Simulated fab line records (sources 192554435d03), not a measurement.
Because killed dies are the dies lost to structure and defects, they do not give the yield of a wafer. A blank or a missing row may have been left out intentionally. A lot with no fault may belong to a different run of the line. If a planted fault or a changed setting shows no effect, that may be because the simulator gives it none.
A lot that was struck, set against a sound lot || flow n5_finfet || 32 steps out of a route of 1938
Sound: wafers L102.1, L102.2, L102.4. Struck: wafers L113.3, L113.4 (left out: L113.1, a lot-mate that was not struck); the cause follows at the end.
Order at every step that has rows: each side's tool, ch and its chambers, its first start. Under that, the readings that differ: sound wafers || struck wafers || difference of the means || sigmas: that difference in standard deviations of wafers without a fault.
alike: same words and numbers on both sides, and readings whose means sit less than 2 such deviations apart. not compared: any withheld reading, any reading some wafer has no value for, any bound like >300 that may hide the same value, and any number with overlapping values for which the record gives no deviation.
Wherever a step has rows on one side only, a row that says differs or no value, or a row with sigmas, the two part there. Numbers that have no deviation but don't overlap get no sigmas and don't part them. Lack of a reading on every wafer of one side parts them only where that side has two or more wafers.

first, 11 steps without rows for these wafers: N5_BEOL_M15_PRECLEAN_39 (cleans in residue remover, time 60 s); N5_BEOL_M15_SRD_40 (time 30 s, dry time 30 s); N5_BEOL_M15_DEGAS_41 (time 60 s); N5_BEOL_M15_PRE_CLEAN_42 (time 30 s); N5_BEOL_M15_SPUTTER_43 (material TaN, target thk 15 nm, time 24.19 s); N5_BEOL_M15_SPUTTER_44 (material Ta, target thk 15 nm, time 24.19 s); N5_BEOL_M15_SPUTTER_45 (material Cu, target thk 100 nm, time 16.67 s); N5_BEOL_M15_ECD_47 (material Cu, target thk 1860 nm); N5_BEOL_M15_ANNEAL_48 (time 90 s); N5_BEOL_M15_CMP_49 (polishes, stops on SiO2, t overpolish 4.9 s, target thk 850 nm); N5_BEOL_M15_PRE_CLEAN_52 (time 15 s).
N5_BEOL_M15_DEP_53: deposits SiCN from 3MS/NH3, target thk 50 nm, time 17.8 s.
  sound on pecvd-01 ch 1,2, day 14 13:08; struck on pecvd-01 ch 2, day 16 10:56
  alike: showerhead_plenum_p_Torr, throttle_valve_pct
N5_BEOL_M15_INSPECT_55: inspects for defects (darkfield).
  sound on defect_inspect-01, day 14 13:14; struck on defect_inspect-01, day 16 11:02
{"reading": "raw_defect_count", "sound": "62 79 52", "struck": "1032 1011", "difference": "+957", "sigmas": "+37"}
then, 16 steps without rows for these wafers: N5_PASSIVATION_PECVD_00 (deposits SiO2 from SiH4/N2O, target thk 200 nm, time 11.2 s); N5_MIM_BOT_DEGAS_01 (time 60 s); N5_MIM_BOT_SPUTTER_00 (material TiN, target thk 35 nm, time 89.7 s); N5_MIM_TOP_ALD_00 (deposits Al2O3, purge time 3 s, co reactant pulse time 3 s); N5_MIM_TOP_ALD_01 (deposits HfO2, target thk 5.6 nm, pulse time 1 s, purge time 3 s); N5_MIM_TOP_ALD_02 (deposits Al2O3, purge time 3 s, co reactant pulse time 3 s); N5_MIM_TOP_DEGAS_04 (time 60 s); N5_MIM_TOP_SPUTTER_03 (material TiN, target thk 35 nm, time 89.7 s); N5_MIM_TOP_LITHO_HMDS_01 (time 60 s); N5_MIM_TOP_LITHO_COAT_02; N5_MIM_TOP_LITHO_EBR_04; N5_MIM_TOP_LITHO_SOFTBAKE_03 (time 90 s); N5_MIM_TOP_LITHO_EXPOSE_05 (exposes mask MIM TOP, target cd 2000 nm); N5_MIM_TOP_LITHO_PEB_06; N5_MIM_TOP_LITHO_DEVELOP_07 (develop time 60 s); N5_MIM_TOP_LITHO_HARDBAKE_09 (time 120 s).
N5_MIM_TOP_LITHO_INSPECT_12: inspects for defects (macro).
  sound on defect_inspect-01, day 14 17:23; struck on defect_inspect-02, day 16 16:35
{"reading": "raw_defect_count", "sound": "5 3 2", "struck": ">300 >300", "difference": "differs", "sigmas": ""}
then, 1 step without rows for these wafers: N5_MIM_TOP_LITHO_DESCUM_10 (chemistry O2, time 7.9 s).
N5_PASSIVATION_PROBE_49:
  sound on prober-01, day 15 03:32; struck on prober-02, day 17 01:58
{"reading": "defect_limited_yield (%)", "sound": "88.4 89.6 90.7", "struck": "87.8 85.2", "difference": -3.1, "sigmas": -2}
{"reading": "killed_at_M4_up", "sound": "17 21 18", "struck": "87 96", "difference": "+73", "sigmas": "+14"}
{"reading": "killed_dies", "sound": "137 123 110", "struck": "144 175", "difference": "+36", "sigmas": "+2"}
{"reading": "killed_on_rim", "sound": "18 17 12", "struck": "34 32", "difference": "+17", "sigmas": "+4"}
{"reading": "killed_open", "sound": "101 93 69", "struck": "45 75", "difference": -28, "sigmas": -2}
{"reading": "sort_n_pass", "sound": "1043 1057 1070", "struck": "1036 1005", "difference": -36, "sigmas": -2}
{"reading": "sort_yield_pct (%)", "sound": "88.4 89.6 90.7", "struck": "87.8 85.2", "difference": -3.1, "sigmas": -2}
  alike: killed_at_M0_to_M3, killed_at_contacts, killed_at_front_end, killed_at_other, killed_short, sort_bin_5_function, sort_bin_6_memory

== WHERE THEY PART ==
At N5_BEOL_M15_INSPECT_55 first; at N5_PASSIVATION_PROBE_49 last (within this record only).

WHY: what had been put in by the simulator
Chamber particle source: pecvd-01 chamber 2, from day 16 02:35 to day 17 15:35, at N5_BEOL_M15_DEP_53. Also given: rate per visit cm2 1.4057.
